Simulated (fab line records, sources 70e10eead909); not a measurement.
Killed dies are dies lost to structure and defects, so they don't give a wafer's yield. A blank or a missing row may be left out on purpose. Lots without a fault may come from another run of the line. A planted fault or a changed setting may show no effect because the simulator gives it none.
fab line records | flow nand_harc
record lots=13 wafers=39 last_day=33
route steps=1302 shown P_CONTACT@233 P_M0@260 END@1302
lots that met no fault: from a run of the same line without faults
start_h: hours from the record's first day to the start of the lot's first wafer shown | wait_h: hours since the lot's step before | " the same as in the row above | L1.1+2: a row that stands for several wafers | - no value, or no start given | * or withheld: withheld | < > ~ a bound
route shown NAME@n: a module of which the file shows steps, and the number in the route of the first | usual: mean/standard deviation of fault-free wafers | same: alike in all rows | chamber/n: place in a boat | sites: the reading at each site | _std_site: their standard deviation | _edge_site: outer sites' mean less inner sites' | radius_mm: how far each site lies from the wafer's centre | mask NAME#n: copy n | behind: the tool/chamber that last shaped the wafer | hold: why the lot was held/for how many hours/how that ended | device: the transistor (n, p or np) that didn't switch | end of line: the same wafers' tests at the end of the route | a step without rows: its recipe alone | killed: dies lost to structure and defects at the first sort, not the wafer's yield | map: a wafer's dies, x killed, . not, _ none there
set.NAME: the setting as run; set.NAME@STEP: as run at that earlier step | model.NAME: the simulator's own value behind a step, which no gauge read
steps of the route over a sample of lots; a table a step, a row a wafer
services: from which hour (start_h, from the record's first day; less than 0 if before it) a tool's chamber was out of use, for how many hours, and why
## steps
# step NHARC_P_CONTACT_OVL_MEAS_13
# usual overlay_x_nm=0.0/0.81 overlay_y_nm=-0.1/0.72
# columns lot.wafer tool chamber start_h wait_h overlay_x_nm overlay_y_nm
L339.1 overlay-01 - 125.46 - 0.1 -0.2
L339.2 " - " " -0.9 -0.2
L339.3 " - " " -0.5 -0.3
L340.1 overlay-01 - 126.45 - -1.0 0.7
L340.3 " - " " -0.9 0.1
L340.5 " - " " -0.7 1.3
L342.2 overlay-02 - 145.32 - -0.6 1.0
L342.4 " - " " -0.6 1.2
L342.6 " - " " -0.6 0.9
L345.1 overlay-02 - 179.56 - -0.7 0.3
L345.2 " - " " 0.1 0.4
L345.6 " - " " 0.1 0.1
L346.1 overlay-02 - 188.19 - -0.1 0.5
L346.3 " - " " -0.1 1.5
L346.5 " - " " -1.0 1.4
L347.1 overlay-02 - 205.01 - 2.1 -0.8
L347.2 " - " " 1.6 -0.9
L347.3 " - " " 2.0 -1.1
L352.1 overlay-02 - 246.10 - -0.3 0.1
L352.2 " - " " 0.1 -0.5
L352.4 " - " " 0.0 -0.4
L354.1 overlay-01 - 266.86 - -1.2 -0.6
L354.2 " - " " -1.6 -0.5
L354.6 " - " " -1.4 -0.3
L357.2 overlay-02 - 304.37 - -0.6 -0.1
L357.3 " - " " -0.1 -0.8
L357.4 " - " " -0.6 -0.3
L358.1 overlay-02 - 309.17 - 0.5 -0.3
L358.3 " - " " 0.8 -0.7
L358.4 " - " " 0.3 -0.3
L359.1 overlay-02 - 321.63 - 1.1 -1.0
L359.3 " - " " 1.5 -0.7
L359.6 " - " " 1.3 -0.3
L361.1 overlay-02 - 335.46 - -1.0 0.3
L361.2 " - " " -0.8 0.1
L361.5 " - " " -1.4 0.4
L362.2 overlay-02 - 347.06 - -0.9 0.3
L362.3 " - " " -1.1 0.1
L362.4 " - " " -0.8 -0.1
# step NHARC_P_CONTACT_ETCH_36
# recipe target_depth_a=2600 over_etch_frac=0.25 time_s=406.25 ion_energy_ev=200 n2_flow_sccm=150 h2_flow_sccm=150 ar_flow_sccm=0 rf_w=400 bias_w=150 chemistry=N2/H2
# usual drypump_motor_current_A=5.7/0.42 mfc_ar_sccm=0.007/0.01 oes_product_au=1.002/0.0075 rf_vpp_V=430.9/2.3 showerhead_plenum_p_Torr=2.05/0.076 throttle_valve_pct=14.171/0.0084
# same time_s=406.25
# columns lot.wafer tool chamber start_h wait_h drypump_motor_current_A mfc_ar_sccm oes_product_au rf_hours_counter_h rf_vpp_V showerhead_plenum_p_Torr throttle_valve_pct
L339.2 rie_diel-08 3 - - 6.5 0.003 0.995 2.3 432.5 2.07 14.152
L339.1 " 0 " " 5.5 0 1.009 2.9 430.0 1.96 14.178
L339.3 " 1 " " 5.3 0 1.010 3.1 433.6 2.15 14.177
L340.3 rie_diel-08 3 - - 6.5 0.003 0.996 2.7 431.3 2.07 14.163
L340.1 " 0 " " 5.5 0 1.003 3.2 427.1 1.96 14.178
L340.5 " 1 " " 5.3 0 0.994 - 434.2 2.15 14.163
L342.2 rie_diel-07 0 - - 5.3 0 1.002 0.2 432.9 2.11 14.171
L342.4 " 1 " " 5.7 0.008 0.992 0.2 428.7 1.98 14.188
L342.6 " 0 " " 5.4 0 1.009 - 432.6 2.11 14.179
L345.2 rie_diel-07 3 - - 5.2 0 1.001 1.8 431.3 2.13 14.184
L345.1 " 2 " " 6.3 0.019 1.009 1.6 432.1 2.09 14.164
L345.6 " 3 " " 5.2 0 1.015 - 433.5 2.13 14.175
L346.1 rie_diel-07 3 - - 5.2 0 0.996 2.4 432.9 2.13 14.174
L346.3 " 0 " " 5.4 0 0.990 2.4 432.3 2.11 14.182
L346.5 " 1 " " 5.7 0.008 0.990 - 429.8 1.98 14.179
L347.1 rie_diel-07 3 - - 5.2 0 1.010 2.8 433.3 2.13 14.194
L347.2 " 1 " " 5.8 0.008 1.001 2.6 427.8 1.98 14.175
L347.3 " 2 " " 6.3 0.019 1.002 2.6 431.8 2.09 14.162
L352.2 rie_diel-08 1 - - 5.3 0 0.991 0.8 431.8 2.15 14.165
L352.1 " 3 " " 6.4 0.003 1.000 0.8 430.5 2.07 14.173
L352.4 " 0 " " 5.6 0 1.002 0.8 429.1 1.96 14.190
L354.2 rie_diel-02 1 - - 5.9 0.039 1.010 2.2 429.5 1.98 14.169
L354.1 " 3 " " 6.0 0 1.012 2.5 429.0 2.03 14.176
L354.6 " 1 " " 5.9 0.039 1.012 - 429.0 1.98 14.163
L357.2 rie_diel-07 0 - - 5.4 0 1.007 0.1 432.6 2.11 14.159
L357.3 " 2 " " 6.3 0.019 1.001 0.1 431.2 2.09 14.169
L357.4 " 3 " " 5.2 0 1.001 0.1 433.6 2.13 14.175
L358.3 rie_diel-02 0 - - 5.6 0.011 0.997 4.0 431.7 2.14 14.164
L358.4 " 1 " " 5.9 0.039 1.011 4.7 427.9 1.98 14.174
L358.1 " 2 " " 6.0 0.003 0.997 3.1 430.3 2.05 14.165
L359.1 rie_diel-08 2 - - 5.1 0.006 0.999 3.2 426.3 1.92 14.167
L359.3 " 3 " " 6.4 0.003 1.008 2.9 432.3 2.07 14.167
L359.6 " 2 " " 5.1 0.006 1.001 - 426.3 1.92 14.162
L361.1 rie_diel-02 2 - - 6.0 0.003 0.997 4.7 431.1 2.05 14.161
L361.2 " 3 " " 6.0 0 1.004 6.2 430.8 2.03 14.186
L361.5 " 3 " " 6.0 0 1.013 - 430.4 2.03 14.162
L362.2 rie_diel-08 0 - - 5.5 0 0.991 3.6 428.6 1.96 14.178
L362.3 " 2 " " 5.1 0.006 0.992 3.9 425.8 1.92 14.170
L362.4 " 3 " " 6.5 0.003 0.999 3.7 430.9 2.07 14.171
# step NHARC_P_M0_EXPOSE_06
# recipe na=1.35 target_cd_nm=90 dose_mj=81.28 mask_id=P_M0
# usual exposure_dose_mJ_cm2=81.27/0.087
# columns lot.wafer tool chamber start_h wait_h mask exposure_dose_mJ_cm2
L339.1 arfi_scanner-02 0 129.37 - P_M0#0 81.22
L339.2 " 0 " " P_M0#0 81.24
L339.3 " 0 " " P_M0#0 81.29
L340.1 arfi_scanner-02 0 130.25 - P_M0#0 81.49
L340.3 " 0 " " P_M0#0 81.41
L340.5 " 0 " " P_M0#0 81.40
L342.2 arfi_scanner-01 0 149.27 - P_M0#0 81.18
L342.4 " 0 " " P_M0#0 81.26
L342.6 " 0 " " P_M0#0 81.19
L345.1 arfi_scanner-02 0 183.44 - P_M0#0 81.93
L345.2 " 0 " " P_M0#0 81.89
L345.6 " 0 " " P_M0#0 81.79
L346.1 arfi_scanner-02 0 192.03 - P_M0#0 82.01
L346.3 " 0 " " P_M0#0 82.15
L346.5 " 0 " " P_M0#0 82.07
L347.1 arfi_scanner-01 0 208.94 - P_M0#0 81.18
L347.2 " 0 " " P_M0#0 81.17
L347.3 " 0 " " P_M0#0 81.28
L352.1 arfi_scanner-01 0 249.92 - P_M0#0 81.15
L352.2 " 0 " " P_M0#0 81.32
L352.4 " 0 " " P_M0#0 81.24
L354.1 arfi_scanner-03 0 270.82 - P_M0#0 81.42
L354.2 " 0 " " P_M0#0 81.32
L354.6 " 0 " " P_M0#0 81.28
L357.2 arfi_scanner-03 0 308.31 - P_M0#0 81.33
L357.3 " 0 " " P_M0#0 81.39
L357.4 " 0 " " P_M0#0 81.33
L358.1 arfi_scanner-03 0 312.97 - P_M0#0 81.35
L358.3 " 0 " " P_M0#0 81.28
L358.4 " 0 " " P_M0#0 81.32
L359.1 arfi_scanner-01 0 326.17 - P_M0#0 81.14
L359.3 " 0 " " P_M0#0 81.32
L359.6 " 0 " " P_M0#0 81.12
L361.1 arfi_scanner-01 0 339.28 - P_M0#0 81.34
L361.2 " 0 " " P_M0#0 81.22
L361.5 " 0 " " P_M0#0 81.36
L362.2 arfi_scanner-01 0 350.88 - P_M0#0 81.26
L362.3 " 0 " " P_M0#0 81.11
L362.4 " 0 " " P_M0#0 81.31
# step NHARC_P_M0_OVL_MEAS_10
# recipe pitch_nm=180
# usual overlay_x_nm=0.1/0.67 overlay_y_nm=0.2/0.75
# columns lot.wafer tool chamber start_h wait_h overlay_x_nm overlay_y_nm
L339.1 overlay-01 - 129.60 - 0.3 -0.3
L339.2 " - " " 0.0 -1.2
L339.3 " - " " 0.3 -0.5
L340.1 overlay-02 - 130.48 - 1.4 1.9
L340.3 " - " " 1.1 1.6
L340.5 " - " " 0.9 1.8
L342.2 overlay-01 - 149.49 - -1.2 -1.5
L342.4 " - " " -1.2 -1.1
L342.6 " - " " -1.6 -1.4
L345.1 overlay-01 - 183.67 - 0.9 0.6
L345.2 " - " " 0.7 0.2
L345.6 " - " " 0.7 0.4
L346.1 overlay-01 - 192.25 - 1.5 -0.6
L346.3 " - " " 0.7 0.2
L346.5 " - " " 1.4 -0.6
L347.1 overlay-01 - 209.17 - -0.1 0.8
L347.2 " - " " 0.5 0.8
L347.3 " - " " 0.1 1.0
L352.1 overlay-02 - 250.14 - 1.0 0.9
L352.2 " - " " 1.0 1.6
L352.4 " - " " 0.7 1.4
L354.1 overlay-02 - 271.05 - -0.1 0.0
L354.2 " - " " -0.8 -0.3
L354.6 " - " " -0.2 -0.2
L357.2 overlay-02 - 308.54 - 0.6 1.0
L357.3 " - " " -0.1 1.4
L357.4 " - " " 0.4 1.3
L358.1 overlay-02 - 313.20 - 0.3 -0.3
L358.3 " - " " 0.2 0.0
L358.4 " - " " -0.1 0.1
L359.1 overlay-02 - 326.41 - 0.1 0.0
L359.3 " - " " 0.4 -0.7
L359.6 " - " " -0.1 0.0
L361.1 overlay-01 - 339.51 - 0.2 -0.8
L361.2 " - " " 0.4 -1.2
L361.5 " - " " -0.2 -1.3
L362.2 overlay-01 - 351.10 - 0.4 0.7
L362.3 " - " " 0.2 1.2
L362.4 " - " " -0.3 0.6
# step NHARC_END_SORT_01
# recipe temp_c=25
# usual defect_limited_yield=90/3.3 killed_at_array=61/23 killed_at_other=1.3/1.4 killed_at_periphery=4.0/2.6 killed_dies=66/22 killed_open=3.4/1.8 killed_short=2.3/1.4
# same gross_dies=677
# columns lot.wafer tool chamber start_h wait_h defect_limited_yield[%] killed_at_array killed_at_other killed_at_periphery killed_dies killed_open killed_short
L339.1 prober-01 0 570.70 2.5 85 98 1 2 101 4 2
L339.2 prober-01 0 571.50 2.8 85 97 0 7 104 2 4
L339.3 prober-01 0 572.30 3.1 85 102 1 1 104 3 2
L352.1 prober-02 0 694.16 2.5 92 50 0 6 56 4 3
L352.2 prober-02 0 694.96 2.8 90 62 0 4 66 7 1
L352.4 prober-02 0 696.54 3.4 90 59 1 7 67 9 2
L358.1 prober-01 0 761.92 2.5 91 53 1 7 61 4 3
L358.3 prober-01 0 763.53 3.1 92 47 0 5 52 0 1
L358.4 prober-01 0 764.34 3.4 92 50 0 4 54 4 3
# killed by level:class
L339.1 A_CHANNEL_HOLE_D2:chamber_film_flake=37 A_CHANNEL_HOLE_D1:chamber_film_flake=27 A_SLIT:chamber_film_flake=19 A_WL_FILL:chamber_film_flake=3 A_STAIRCASE:chamber_film_flake=2 A_CONTACT:chamber_film_flake=2 A_M0:chamber_film_flake=2 P_CONTACT:geometric_particle:open=1
L339.2 A_CHANNEL_HOLE_D2:chamber_film_flake=33 A_CHANNEL_HOLE_D1:chamber_film_flake=31 A_SLIT:chamber_film_flake=19 A_CHANNEL_FILL_D1:chamber_film_flake=4 P_STI:chamber_film_flake=2 P_CONTACT:chamber_film_flake=2 A_ZERO_WELL:chamber_film_flake=2 A_CONTACT:chamber_film_flake=2
L339.3 A_SLIT:chamber_film_flake=33 A_CHANNEL_HOLE_D2:chamber_film_flake=29 A_CHANNEL_HOLE_D1:chamber_film_flake=24 A_CONTACT:chamber_film_flake=3 A_M0:chamber_film_flake=3 A_CHANNEL_FILL_D1:chamber_film_flake=2 A_STAIRCASE:chamber_film_flake=2 A_SOURCE_PLATE:geometric_particle:short=1
L352.1 A_CHANNEL_HOLE_D1:chamber_film_flake=36 A_STAIRCASE:chamber_film_flake=3 A_M0:geometric_particle:open=2 P_GATE:chamber_film_flake=2 A_ZERO_WELL:chamber_film_flake=2 P_CONTACT:geometric_particle:open=1 P_M2:geometric_particle:open=1 A_ONON_D2:geometric_particle:short=1
L352.2 A_CHANNEL_HOLE_D1:chamber_film_flake=37 A_STAIRCASE:chamber_film_flake=7 A_CHANNEL_FILL_D2:geometric_particle:open=5 A_BONDPAD:chamber_film_flake=4 P_GATE:chamber_film_flake=2 A_ONON_D2:geometric_particle:open=1 A_CHANNEL_FILL_D2:geometric_particle:short=1 A_SGD_CUT:geometric_particle:open=1
L352.4 A_CHANNEL_HOLE_D1:chamber_film_flake=32 A_STAIRCASE:chamber_film_flake=9 A_BONDPAD:chamber_film_flake=4 A_ZERO_WELL:chamber_film_flake=3 P_CONTACT:geometric_particle:open=2 P_ZERO_WELL:chamber_film_flake=2 A_CONTACT:chamber_film_flake=2 P_M0:geometric_particle:open=1
L358.1 A_CHANNEL_HOLE_D1:chamber_film_flake=39 A_SLIT:chamber_film_flake=5 P_CONTACT:geometric_particle:open=2 P_GATE:chamber_film_flake=2 A_DECK1_JOINT:chamber_film_flake=2 A_CONTACT:chamber_film_flake=2 P_M1:geometric_particle:open=1 A_CHANNEL_HOLE_D1:geometric_particle:short=1
L358.3 A_CHANNEL_HOLE_D1:chamber_film_flake=32 A_SLIT:chamber_film_flake=7 A_STAIRCASE:chamber_film_flake=4 A_CONTACT:chamber_film_flake=3 P_ZERO_WELL:chamber_film_flake=2 P_BONDPAD:chamber_film_flake=2 A_CHANNEL_HOLE_D1:geometric_particle:short=1 P_STI:chamber_film_flake=1
L358.4 A_CHANNEL_HOLE_D1:chamber_film_flake=26 A_SLIT:chamber_film_flake=8 A_CONTACT:chamber_film_flake=4 A_CHANNEL_FILL_D1:geometric_particle:open=3 A_CHANNEL_FILL_D1:geometric_particle:short=2 P_ZERO_WELL:chamber_film_flake=2 A_CHANNEL_HOLE_D2:chamber_film_flake=2 A_CHANNEL_HOLE_D1:geometric_particle:short=1
## services
# columns tool chamber start_h hours kind
rie_diel-07 - 117.20 9.0 pm
rie_diel-02 - 120.05 2.5 repair
arfi_scanner-03 - 120.58 4.4 repair
rie_diel-02 0 122.93 2.7 repair
arfi_scanner-01 - 127.57 2.0 repair
arfi_scanner-02 - 140.00 4.0 pm
arfi_scanner-01 - 146.13 0.6 repair
rie_diel-08 1 148.21 4.2 repair
rie_diel-02 - 153.40 0.1 repair
arfi_scanner-01 - 156.30 0.2 repair
arfi_scanner-01 - 176.67 3.1 repair
rie_diel-08 - 190.80 9.0 pm
arfi_scanner-01 - 210.07 1.5 repair
arfi_scanner-02 - 231.23 1.4 repair
rie_diel-08 3 238.27 1.2 repair
arfi_scanner-01 - 252.00 4.0 pm
rie_diel-07 0 261.83 5.6 repair
arfi_scanner-02 - 277.75 0.4 repair
rie_diel-07 - 294.20 9.0 pm
arfi_scanner-01 - 306.12 8.9 repair
arfi_scanner-02 - 312.00 4.0 pm
rie_diel-07 1 314.67 23.4 repair
rie_diel-08 1 319.83 2.8 repair
rie_diel-07 2 336.29 3.9 repair
## key
first_sign step=NHARC_P_M0_EXPOSE_06 reading=exposure_dose_mJ_cm2 direction=up sigmas=8 usual=81.27 struck=81.97
effect none on later readings
met_at NHARC_P_M0_EXPOSE_06
struck_lots L345,L346
rows_end L345.1,L346.1
sort_left_out L346.3,L346.5
loop_trim step=NHARC_P_M0_EXPOSE_06 setting=dose lots=L345,L346
not_acting_at NHARC_P_CONTACT_OVL_MEAS_13,NHARC_P_CONTACT_ETCH_36,NHARC_P_M0_OVL_MEAS_10
onset_between 130.25 183.44
fault kind=process_parameter_drift tool=arfi_scanner-02 chamber=- onset_h=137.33 steps=NHARC_P_M0_EXPOSE_06 channel=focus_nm offset=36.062 spread_by_wafer=0.3 shape=step
# sort_left_out: the simulated sort isn't trusted on such a fault, so these wafers' sort isn't shown, and their yield isn't known
# rows_end: these wafers met a further fault down the route, and their rows from its step on are left out
# loop_trim: a control loop set the setting to another value than it would have without faults
